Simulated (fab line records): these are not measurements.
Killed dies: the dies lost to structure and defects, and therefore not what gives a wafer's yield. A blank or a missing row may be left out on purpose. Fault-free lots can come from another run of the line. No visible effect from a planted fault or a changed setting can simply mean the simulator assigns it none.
Matching of chambers || flow n5 finfet || N5_BEOL_M0_SAQP_ALD_48 on ald sin-04: 4 sister chambers
The step deposits SiO2, target thk 20 nm, pulse time 1 s, co reactant pulse time 1 s. 8 wafers are shown with their chamber, then 9 later ones without.

## EACH WAFER AND ITS CHAMBER
{"wafer": "L082.2", "chamber": 2, "heater power w (W)": 91, "precursor pulse height rel": 0.983}
{"wafer": "L082.3", "chamber": 1, "heater power w (W)": 73, "precursor pulse height rel": 1.020}
{"wafer": "L082.4", "chamber": 3, "heater power w (W)": 85, "precursor pulse height rel": 1.012}
{"wafer": "L081.2", "chamber": 2, "heater power w (W)": 89, "precursor pulse height rel": 1.001}
{"wafer": "L081.5", "chamber": 0, "heater power w (W)": 72, "precursor pulse height rel": 1.001}
{"wafer": "L083.1", "chamber": 3, "heater power w (W)": 85, "precursor pulse height rel": 1.015}
{"wafer": "L083.2", "chamber": 1, "heater power w (W)": 76, "precursor pulse height rel": 0.984}
{"wafer": "L083.4", "chamber": 0, "heater power w (W)": 72, "precursor pulse height rel": 0.987}

## WAFERS MISSING THEIR CHAMBER
{"wafer": "L088.2", "heater power w (W)": 71, "precursor pulse height rel": 1.033}
{"wafer": "L088.3", "heater power w (W)": 85, "precursor pulse height rel": 1.002}
{"wafer": "L088.5", "heater power w (W)": 73, "precursor pulse height rel": 0.982}
{"wafer": "L094.3", "heater power w (W)": 87, "precursor pulse height rel": 1.012}
{"wafer": "L094.4", "heater power w (W)": 88, "precursor pulse height rel": 0.953}
{"wafer": "L094.5", "heater power w (W)": 70, "precursor pulse height rel": 0.997}
{"wafer": "L091.1", "heater power w (W)": 86, "precursor pulse height rel": 0.998}
{"wafer": "L091.2", "heater power w (W)": 72, "precursor pulse height rel": 0.995}
{"wafer": "L091.3", "heater power w (W)": 76, "precursor pulse height rel": 0.994}

## EACH ONE'S CHAMBER
{"wafer": "L088.2", "from the rows above": "can't be placed: 0 or 1", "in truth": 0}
{"wafer": "L088.3", "from the rows above": 3, "in truth": 3}
{"wafer": "L088.5", "from the rows above": "can't be placed: 0 or 1", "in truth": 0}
{"wafer": "L094.3", "from the rows above": "can't be placed: 3 or 2", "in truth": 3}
{"wafer": "L094.4", "from the rows above": "can't be placed: 2 or 3", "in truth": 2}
{"wafer": "L094.5", "from the rows above": "can't be placed: 0 or 1", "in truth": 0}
{"wafer": "L091.1", "from the rows above": "can't be placed: 3 or 2", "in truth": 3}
{"wafer": "L091.2", "from the rows above": "can't be placed: 0 or 1", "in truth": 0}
{"wafer": "L091.3", "from the rows above": "can't be placed: 1 or 0", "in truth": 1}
Placed correctly: 1 of 9. Unplaceable from these rows: 8, with the true chamber sitting among the candidates in 8. 0 placed wrongly.
How it was worked out, from the rows above alone: a wafer's distance from a chamber is the root of the sum, over the readings, of the square of ((its reading less the chamber's mean) divided by the reading's scatter). If the next closest chamber is less than 2 further off than the closest, the wafer can't be placed; otherwise it belongs to the closest. For every chamber, the mean is computed from those of its wafers that are shown. How the scatter is found: for the shown wafers, subtract from each reading the mean of its chamber, square and add these, divide the total by (wafers less chambers), then take the root.
